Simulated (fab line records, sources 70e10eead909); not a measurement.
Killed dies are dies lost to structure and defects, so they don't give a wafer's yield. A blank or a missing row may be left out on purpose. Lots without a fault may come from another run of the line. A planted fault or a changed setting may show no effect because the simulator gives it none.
Which tool did it? | flow nand_harc | 24 lots, 72 wafers sampled, at 5 steps of a route of 1302

WHAT THE GAUGES READ, wafer by wafer
NHARC_A_CONTACT_INSPECT_44.
lot  | measured     | on                | raw_defect_count
L074 | day 21 18:19 | defect_inspect-01 | 109 114 116
L077 | day 22 04:32 | defect_inspect-02 | 106 123 114
L075 | day 22 04:41 | defect_inspect-02 | 87 77 97
L076 | day 22 05:01 | defect_inspect-02 | 46 54 49
L078 | day 23 01:37 | defect_inspect-02 | 105 105 123
L079 | day 23 14:23 | defect_inspect-01 | 49 65 55
L080 | day 24 08:55 | defect_inspect-02 | 67 68 62
L081 | day 25 01:07 | defect_inspect-01 | 29 17 23
L082 | day 25 10:53 | defect_inspect-01 | 133 137 138
L083 | day 25 11:12 | defect_inspect-01 | 77 88 78
L084 | day 25 20:43 | defect_inspect-02 | 88 110 132
L086 | day 25 21:05 | defect_inspect-01 | 86 79 80
L085 | day 26 07:10 | defect_inspect-01 | 70 60 68
L088 | day 27 05:19 | defect_inspect-02 | 47 54 56
L089 | day 27 09:36 | defect_inspect-01 | 101 119 109
L087 | day 27 12:22 | defect_inspect-01 | 82 74 75
L091 | day 28 15:59 | defect_inspect-01 | 26 27 25
L090 | day 28 16:17 | defect_inspect-02 | 142 146 141
L092 | day 29 09:11 | defect_inspect-02 | 41 33 35
L093 | day 29 09:31 | defect_inspect-01 | 148 145 140
L094 | day 30 02:01 | defect_inspect-01 | 88 74 97
L095 | day 30 02:20 | defect_inspect-02 | 58 59 55
L097 | day 31 05:35 | defect_inspect-02 | 134 145 120
L096 | day 31 05:44 | defect_inspect-02 | 46 37 46

NHARC_A_CONTACT_CD_MEAS_69: target cd 300 nm.
lot  | measured     | on        | cd_nm (nm)
L074 | day 22 07:46 | cd_sem-02 | 298.9 300.3 299.8
L077 | day 22 14:52 | cd_sem-01 | 300.4 300.0 300.0
L075 | day 22 16:16 | cd_sem-02 | 299.9 300.2 301.0
L076 | day 22 19:22 | cd_sem-02 | 300.3 300.3 300.1
L078 | day 23 13:02 | cd_sem-03 | 300.2 299.0 300.0
L079 | day 24 04:31 | cd_sem-01 | 300.5 300.6 300.8
L080 | day 24 19:01 | cd_sem-02 | 300.2 300.0 299.6
L081 | day 25 14:59 | cd_sem-02 | 299.1 299.8 299.7
L082 | day 25 23:14 | cd_sem-01 | 300.1 300.2 299.8
L083 | day 26 00:05 | cd_sem-02 | 299.9 300.6 300.1
L084 | day 26 09:06 | cd_sem-03 | 300.0 299.7 301.0
L086 | day 26 10:25 | cd_sem-03 | 300.5 300.6 300.3
L085 | day 26 17:37 | cd_sem-02 | 299.8 300.0 300.3
L088 | day 27 15:18 | cd_sem-02 | 299.9 299.3 300.3
L089 | day 27 19:44 | cd_sem-01 | 299.8 299.8 300.1
L087 | day 27 22:29 | cd_sem-03 | 299.5 300.1 299.9
L091 | day 29 02:18 | cd_sem-02 | 299.5 300.4 300.4
L090 | day 29 03:01 | cd_sem-02 | 300.6 300.5 300.0
L092 | day 29 21:32 | cd_sem-03 | 300.2 300.1 300.2
L093 | day 29 22:00 | cd_sem-01 | 299.8 300.6 299.5
L094 | day 30 13:45 | cd_sem-02 | 299.6 299.6 299.9
L095 | day 30 12:38 | cd_sem-02 | 299.8 299.8 299.5
L097 | day 31 18:32 | cd_sem-01 | 299.7 299.7 300.0
L096 | day 31 20:07 | cd_sem-03 | 300.3 300.8 300.3

WHICH TOOL RAN EACH LOT (tool, then ch and the chambers of the sampled wafers, then the start)
lot  | NHARC_A_CONTACT_ETCH_112             | NHARC_A_CONTACT_ETCH_118             | NHARC_A_CONTACT_ETCH_119
L074 | har_cap_etch-03 ch 0,1, day 21 20:45 | har_cap_etch-03 ch 0,1, day 21 21:46 | har_cap_etch-03 ch 0,1, day 21 21:56
L077 | har_cap_etch-02 ch 1, day 22 06:38   | har_cap_etch-02 ch 1, day 22 07:40   | har_cap_etch-02 ch 1, day 22 07:50
L075 | har_cap_etch-03 ch 0,1, day 22 06:47 | har_cap_etch-03 ch 0,1, day 22 07:48 | har_cap_etch-03 ch 0,1, day 22 07:58
L076 | har_cap_etch-02 ch 0,1, day 22 09:14 | har_cap_etch-02 ch 0,1, day 22 10:16 | har_cap_etch-02 ch 0,1, day 22 10:26
L078 | har_cap_etch-01 ch 0,1, day 23 04:49 | har_cap_etch-01 ch 0,1, day 23 05:51 | har_cap_etch-01 ch 0,1, day 23 06:01
L079 | har_cap_etch-01 ch 0,1, day 23 16:31 | har_cap_etch-01 ch 0,1, day 23 17:32 | har_cap_etch-01 ch 0,1, day 23 17:42
L080 | har_cap_etch-01 ch 0,1, day 24 10:59 | har_cap_etch-01 ch 0,1, day 24 12:01 | har_cap_etch-01 ch 0,1, day 24 12:11
L081 | har_cap_etch-01 ch 0,1, day 25 03:40 | har_cap_etch-01 ch 0,1, day 25 04:42 | har_cap_etch-01 ch 0,1, day 25 04:52
L082 | har_cap_etch-03 ch 0,1, day 25 12:59 | har_cap_etch-03 ch 0,1, day 25 14:01 | har_cap_etch-03 ch 0,1, day 25 14:11
L083 | har_cap_etch-02 ch 0,1, day 25 13:18 | har_cap_etch-02 ch 0,1, day 25 14:20 | har_cap_etch-02 ch 0,1, day 25 14:30
L084 | har_cap_etch-03 ch 0,1, day 25 23:04 | har_cap_etch-03 ch 0,1, day 26 00:26 | har_cap_etch-03 ch 0,1, day 26 00:39
L086 | har_cap_etch-02 ch 0,1, day 25 23:58 | har_cap_etch-02 ch 0,1, day 26 01:20 | har_cap_etch-02 ch 0,1, day 26 01:33
L085 | har_cap_etch-02 ch 0,1, day 26 09:18 | har_cap_etch-02 ch 0,1, day 26 10:29 | har_cap_etch-02 ch 0,1, day 26 10:40
L088 | har_cap_etch-01 ch 0,1, day 27 07:31 | har_cap_etch-01 ch 0,1, day 27 08:32 | har_cap_etch-01 ch 0,1, day 27 08:42
L089 | har_cap_etch-02 ch 0,1, day 27 11:46 | har_cap_etch-02 ch 0,1, day 27 12:47 | har_cap_etch-02 ch 0,1, day 27 12:58
L087 | har_cap_etch-03 ch 0,1, day 27 14:29 | har_cap_etch-03 ch 0,1, day 27 15:30 | har_cap_etch-03 ch 0,1, day 27 15:40
L091 | har_cap_etch-03 ch 0, day 28 18:05   | har_cap_etch-03 ch 0, day 28 19:07   | har_cap_etch-03 ch 0, day 28 19:17
L090 | har_cap_etch-02 ch 0,1, day 28 18:24 | har_cap_etch-02 ch 0,1, day 28 19:26 | har_cap_etch-02 ch 0,1, day 28 19:36
L092 | har_cap_etch-02 ch 0,1, day 29 11:24 | har_cap_etch-02 ch 0,1, day 29 12:28 | har_cap_etch-02 ch 0,1, day 29 12:38
L093 | har_cap_etch-01 ch 0,1, day 29 11:38 | har_cap_etch-01 ch 0,1, day 29 12:39 | har_cap_etch-01 ch 0,1, day 29 12:49
L094 | har_cap_etch-03 ch 0,1, day 30 04:06 | har_cap_etch-03 ch 0,1, day 30 05:07 | har_cap_etch-03 ch 0,1, day 30 05:17
L095 | har_cap_etch-02 ch 0, day 30 04:39   | har_cap_etch-02 ch 0, day 30 05:41   | har_cap_etch-02 ch 0, day 30 05:51
L097 | har_cap_etch-01 ch 1, day 31 08:23   | har_cap_etch-01 ch 1, day 31 09:45   | har_cap_etch-01 ch 1, day 31 09:55
L096 | har_cap_etch-03 ch 0, day 31 09:09   | har_cap_etch-03 ch 0, day 31 10:11   | har_cap_etch-03 ch 0, day 31 10:21
- NHARC_A_CONTACT_ETCH_112: etches the open film in C4F8/O2/Ar, time 190 s, target depth 1850 nm.
- NHARC_A_CONTACT_ETCH_118: etches the open film in C4F8/O2/Ar, time 190 s, target depth 1850 nm.
- NHARC_A_CONTACT_ETCH_119: etches the open film in C4F8/O2/Ar, time 190 s, target depth 1850 nm.

WHAT THE TOOLS THEMSELVES READ (means of the sampled wafers that have a number; where no wafer has one, the mark that the record gives instead)
The record holds no such reading with a usual standard deviation.

THE ANSWER, worked out from the rows above alone
Rule: what is usual is taken from the lots themselves. Put in order of their means at a reading, lots are off if they are a third of the lots or fewer, leave a main group of 4 or more, and stand apart from it by a gap of 3 or more times the standard deviation of the main group's means; of several such gaps the widest counts. A main group whose means are all the same, to the digits that the tables above print for the reading, isn't used. A lot without any number at a reading at which 4 lots or more have one is off too. The other lots that the step has rows for count as sound. The gauges are gone through in route order, then the tools' own readings, and for those a lot's mean is taken as printed above. The first step at which some lot is off is used, and at that step the reading that is off furthest; a lot without a number counts as furthest.
No lot is off at any reading shown: from this, nothing can be told.

WHAT THE SIMULATOR HAD PUT IN
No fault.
